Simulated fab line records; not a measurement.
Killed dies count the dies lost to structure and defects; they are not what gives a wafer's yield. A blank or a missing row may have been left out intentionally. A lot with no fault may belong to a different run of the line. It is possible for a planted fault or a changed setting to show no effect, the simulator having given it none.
Split-lot trial    flow n5-finfet    7 lots, 21 wafers read, on a route of 1938 steps

THE SPLIT ITSELF
At N5_DUMMY_GATE_COAT_28 (time 60 s, resist thk 10 nm), the setting spin-rpm was moved away from the recipe's 1500 rpm on 8 of the 21 wafers read, by -9.9% to +11.0%. For the rest of the wafers, this setting stayed at what the recipe calls for.

Reading taken at the split's own step.

THE READING
underlayer_of_DUMMY_GATE_COAT_28.thk-nm (the simulator's own value, which no gauge read), in nm, at N5_DUMMY_GATE_COAT_28 (time 60 s, resist thk 10 nm). No usual value for it is given in the file.

wafer   tool, chamber at the split  spin-rpm as run, rpm  against the recipe  underlayer_of_DUMMY_GATE_COAT_28.thk-nm, nm  against lot-mates on the recipe
L074.3  litho-track-01, 0           1665                  +11.0%              9.4                                          -0.6
L074.5  litho-track-01, 0           1665                  +11.0%              9.4                                          -0.6
L074.4  litho-track-01, 0           1500                  recipe              10                                           -
L076.1  litho-track-02, 0           1500                  recipe              10                                           -
L076.4  litho-track-02, 0           1500                  recipe              10                                           -
L076.6  litho-track-02, 0           1655                  +10.3%              9.6                                          -0.4
L082.1  litho-track-01, 0           1621                  +8.1%               9.6                                          -0.4
L082.6  litho-track-01, 0           1621                  +8.1%               9.6                                          -0.4
L082.3  litho-track-01, 0           1500                  recipe              10                                           -
L088.2  litho-track-02, 0           1590                  +6.0%               9.6                                          -0.4
L088.4  litho-track-02, 0           1500                  recipe              10                                           -
L088.6  litho-track-02, 0           1590                  +6.0%               9.8                                          -0.2
L089.1  litho-track-05, 0           1500                  recipe              10                                           -
L089.2  litho-track-05, 0           1500                  recipe              10                                           -
L089.6  litho-track-05, 0           1500                  recipe              10                                           -
L091.2  litho-track-05, 0           1500                  recipe              10                                           -
L091.4  litho-track-05, 0           1500                  recipe              10                                           -
L091.6  litho-track-05, 0           1500                  recipe              10                                           -
L094.1  litho-track-05, 0           1500                  recipe              10                                           -
L094.6  litho-track-05, 0           1500                  recipe              10                                           -
L094.2  litho-track-05, 0           1352                  -9.9%               10.6                                         +0.6

FIT RESULTS
A straight line over all 21 wafers: underlayer_of_DUMMY_GATE_COAT_28.thk-nm changes by -0.0523 nm for each +1% of spin-rpm; r = -0.98; the points scatter about the line by 0.049 nm.
The same after taking each lot's own level away (the mean of its wafers on the recipe; 21 wafers): -0.0523 nm for each +1%; r = -0.98; scatter 0.049 nm.
Per that fit: largest spin-rpm move, reading shift of 0.58 nm.
The lots' own levels span 10.00 to 10.00 nm.
The two slopes agree, so the slope changes little with the lot-to-lot level.
Check: -0.555 nm against its lot-mates is what the line predicts for one of the wafers moved furthest among these (+11.0%) when that wafer is left out of the fit. It came out at -0.6 nm against them.

OTHER SPLITS ON THESE WAFERS
Note: prior to the reading, these wafers also went through further splits. Each is held against what the fit with the lots' levels taken away leaves over:
other split on the same wafers                     wafers away from the commonest value  r with underlayer_of_DUMMY_GATE_COAT_28.thk-nm (lot level and that fit taken away)
N5_WELL_APT_PEB_23 peb-temp-c                      6                                     +0.39
N5_WELL_APT_DESCUM_30 time-s                       4                                     -0.01
N5_PMOS_HMC_CHANNEL_EPI_HM_DEP_34 time-s           10                                    +0.10
N5_PMOS_HMC_CHANNEL_EPI_DEVELOP_08 develop-time-s  5                                     +0.08
N5_FIN_CUT_COAT_02 spin-rpm                        10                                    +0.09

THE FILE'S OWN FIT
underlayer_of_DUMMY_GATE_COAT_28.thk-nm changes by -0.0509 nm for each +1% of spin-rpm, r = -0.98.
